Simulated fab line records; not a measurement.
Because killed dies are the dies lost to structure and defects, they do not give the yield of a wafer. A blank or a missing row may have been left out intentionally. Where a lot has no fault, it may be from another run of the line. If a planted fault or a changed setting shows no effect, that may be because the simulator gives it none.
Chamber matching / flow n5Finfet / N5_BEOL_M13_ETCH_67 on rieDiel-06 has 4 sister chambers
The step etches SiARC in CF4, target depth 143 nm, time 238.3 s. 8 wafers are shown with their chamber, then 7 later ones without.

== WAFERS, EACH WITH ITS CHAMBER ==
wafer=L075.5; chamber=3; showerheadPlenumPTorr (Torr)=2.03; throttleValvePct (%)=15.96
wafer=L077.2; chamber=1; showerheadPlenumPTorr (Torr)=2.14; throttleValvePct (%)=15.71
wafer=L081.5; chamber=3; showerheadPlenumPTorr (Torr)=2.03; throttleValvePct (%)=15.97
wafer=L088.1; chamber=2; showerheadPlenumPTorr (Torr)=2.06; throttleValvePct (%)=15.62
wafer=L088.3; chamber=0; showerheadPlenumPTorr (Torr)=2.12; throttleValvePct (%)=16.19
wafer=L088.6; chamber=1; showerheadPlenumPTorr (Torr)=2.13; throttleValvePct (%)=15.73
wafer=L089.1; chamber=0; showerheadPlenumPTorr (Torr)=2.12; throttleValvePct (%)=16.17
wafer=L089.3; chamber=2; showerheadPlenumPTorr (Torr)=2.06; throttleValvePct (%)=15.62

== WAFERS WITHOUT THEIR CHAMBER ==
wafer=L089.5; showerheadPlenumPTorr (Torr)=2.12; throttleValvePct (%)=16.18
wafer=L094.2; showerheadPlenumPTorr (Torr)=2.11; throttleValvePct (%)=16.20
wafer=L094.4; showerheadPlenumPTorr (Torr)=2.06; throttleValvePct (%)=15.65
wafer=L094.6; showerheadPlenumPTorr (Torr)=2.13; throttleValvePct (%)=15.74
wafer=L095.1; showerheadPlenumPTorr (Torr)=2.13; throttleValvePct (%)=15.75
wafer=L095.4; showerheadPlenumPTorr (Torr)=2.13; throttleValvePct (%)=15.75
wafer=L095.5; showerheadPlenumPTorr (Torr)=2.06; throttleValvePct (%)=15.65

== WHICH CHAMBER EACH WENT THROUGH ==
wafer=L089.5; from the rows above=0; in truth=0
wafer=L094.2; from the rows above=0; in truth=0
wafer=L094.4; from the rows above=2; in truth=2
wafer=L094.6; from the rows above=1; in truth=1
wafer=L095.1; from the rows above=1; in truth=1
wafer=L095.4; from the rows above=1; in truth=1
wafer=L095.5; from the rows above=2; in truth=2
Placed correctly: 7 of 7. Number that these rows cannot place: 0. Wrongly placed: 0.
How it was worked out, from the rows above alone: a wafer's distance from a chamber is the root of the sum, over the readings, of the square of ((its reading less the chamber's mean) divided by the reading's scatter). The wafer belongs to the nearest chamber; if the next one is less than 2 further off, it can't be placed. A chamber's mean is the mean of its shown wafers. The scatter: take each reading less its chamber's mean, square it, sum over the shown wafers, divide by the number of wafers less the number of chambers, and take the root.
